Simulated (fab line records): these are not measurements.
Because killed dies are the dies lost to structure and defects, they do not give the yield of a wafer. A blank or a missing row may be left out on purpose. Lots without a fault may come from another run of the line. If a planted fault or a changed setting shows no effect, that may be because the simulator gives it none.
Chamber matching || flow n5Finfet || 4 sister chambers for N5_HKMG_FIN_STRIP_92 on rieDiel-04
The step strips SOC in N2/H2, time 20 s. 8 wafers are shown with their chamber, then 9 later ones without.

## WAFERS WITH THEIR CHAMBER
{"wafer": "L088.1", "chamber": 1, "throttleValvePct (%)": 18.85, "showerheadPlenumPTorr (Torr)": 3.43}
{"wafer": "L088.2", "chamber": 0, "throttleValvePct (%)": 19.29, "showerheadPlenumPTorr (Torr)": 3.35}
{"wafer": "L089.1", "chamber": 3, "throttleValvePct (%)": 18.90, "showerheadPlenumPTorr (Torr)": 3.45}
{"wafer": "L089.5", "chamber": 0, "throttleValvePct (%)": 19.30, "showerheadPlenumPTorr (Torr)": 3.34}
{"wafer": "L089.6", "chamber": 3, "throttleValvePct (%)": 18.89, "showerheadPlenumPTorr (Torr)": 3.45}
{"wafer": "L090.1", "chamber": 2, "throttleValvePct (%)": 18.60, "showerheadPlenumPTorr (Torr)": 3.31}
{"wafer": "L090.3", "chamber": 1, "throttleValvePct (%)": 18.86, "showerheadPlenumPTorr (Torr)": 3.43}
{"wafer": "L090.5", "chamber": 2, "throttleValvePct (%)": 18.61, "showerheadPlenumPTorr (Torr)": 3.31}

## WAFERS WHOSE CHAMBER IS MISSING
{"wafer": "L091.2", "throttleValvePct (%)": 18.61, "showerheadPlenumPTorr (Torr)": 3.31}
{"wafer": "L091.3", "throttleValvePct (%)": 19.30, "showerheadPlenumPTorr (Torr)": 3.34}
{"wafer": "L091.4", "throttleValvePct (%)": 18.90, "showerheadPlenumPTorr (Torr)": 3.45}
{"wafer": "L092.1", "throttleValvePct (%)": 18.62, "showerheadPlenumPTorr (Torr)": 3.31}
{"wafer": "L092.2", "throttleValvePct (%)": 18.89, "showerheadPlenumPTorr (Torr)": 3.45}
{"wafer": "L092.5", "throttleValvePct (%)": 18.90, "showerheadPlenumPTorr (Torr)": 3.45}
{"wafer": "L094.2", "throttleValvePct (%)": 18.90, "showerheadPlenumPTorr (Torr)": 3.44}
{"wafer": "L094.5", "throttleValvePct (%)": 18.63, "showerheadPlenumPTorr (Torr)": 3.31}
{"wafer": "L094.6", "throttleValvePct (%)": 18.92, "showerheadPlenumPTorr (Torr)": 3.44}

## THE CHAMBER EACH PASSED THROUGH
{"wafer": "L091.2", "from the rows above": 2, "in truth": 2}
{"wafer": "L091.3", "from the rows above": 0, "in truth": 0}
{"wafer": "L091.4", "from the rows above": 3, "in truth": 3}
{"wafer": "L092.1", "from the rows above": 2, "in truth": 2}
{"wafer": "L092.2", "from the rows above": 3, "in truth": 3}
{"wafer": "L092.5", "from the rows above": 3, "in truth": 3}
{"wafer": "L094.2", "from the rows above": 3, "in truth": 3}
{"wafer": "L094.5", "from the rows above": 2, "in truth": 2}
{"wafer": "L094.6", "from the rows above": 3, "in truth": 3}
Correctly placed: 9 of 9. Left unplaced by these rows: 0. Placed wrongly: 0.
How it was worked out, from the rows above alone: a wafer's distance from a chamber is the root of the sum, over the readings, of the square of ((its reading less the chamber's mean) divided by the reading's scatter). If the next closest chamber is less than 2 further off than the closest, the wafer can't be placed; otherwise it belongs to the closest. Each chamber's mean is taken over the wafers shown for it. The scatter: the root of (the sum of the squares of (reading less its chamber's mean) over the shown wafers, divided by (wafers less chambers)).
